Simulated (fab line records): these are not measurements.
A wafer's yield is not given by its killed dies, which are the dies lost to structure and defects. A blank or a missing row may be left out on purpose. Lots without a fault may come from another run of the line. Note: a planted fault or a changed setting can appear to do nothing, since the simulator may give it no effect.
Chamber matching -- flow nand-harc -- NHARC_A_STAIRCASE_DEP_259 on pecvd-03 has 3 sister chambers
The step deposits SiON, target thk 30 nm. 6 wafers are shown with their chamber, then 11 later ones without.

== EACH WAFER AND ITS CHAMBER ==
wafer,chamber,showerhead-vpp-V (V),heater-power-w (W)
L089.2,1,1158,862
L091.4,0,1204,854
L093.1,2,1137,762
L093.2,0,1190,745
L093.6,2,1175,757
L092.1,1,1129,762

== WAFERS MISSING THEIR CHAMBER ==
wafer,showerhead-vpp-V (V),heater-power-w (W)
L092.3,1164,711
L092.4,1159,764
L096.2,1179,787
L096.4,1181,769
L096.5,1167,791
L094.1,1174,715
L094.4,1156,723
L094.6,1191,730
L097.2,1213,754
L097.4,1188,740
L097.6,1161,862

== WHICH CHAMBER EACH WENT THROUGH ==
wafer,from the rows above,in truth
L092.3,can't be placed: 2 or 1 or 0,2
L092.4,can't be placed: 2 or 1 or 0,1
L096.2,can't be placed: 0 or 2 or 1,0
L096.4,can't be placed: 0 or 2 or 1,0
L096.5,can't be placed: 2 or 1 or 0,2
L094.1,can't be placed: 2 or 0 or 1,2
L094.4,can't be placed: 2 or 1 or 0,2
L094.6,can't be placed: 0 or 2 or 1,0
L097.2,can't be placed: 0 or 2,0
L097.4,can't be placed: 0 or 2 or 1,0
L097.6,can't be placed: 1 or 2 or 0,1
0 of 11 placed correctly. Unplaceable from these rows: 11, with the true chamber sitting among the candidates in 11. Wrongly placed: 0.
How it was worked out, from the rows above alone: a wafer's distance from a chamber is the root of the sum, over the readings, of the square of ((its reading less the chamber's mean) divided by the reading's scatter). The wafer belongs to the nearest chamber; if the next one is less than 2 further off, it can't be placed. For every chamber, the mean is computed from those of its wafers that are shown. The scatter: take each reading less its chamber's mean, square it, sum over the shown wafers, divide by the number of wafers less the number of chambers, and take the root.
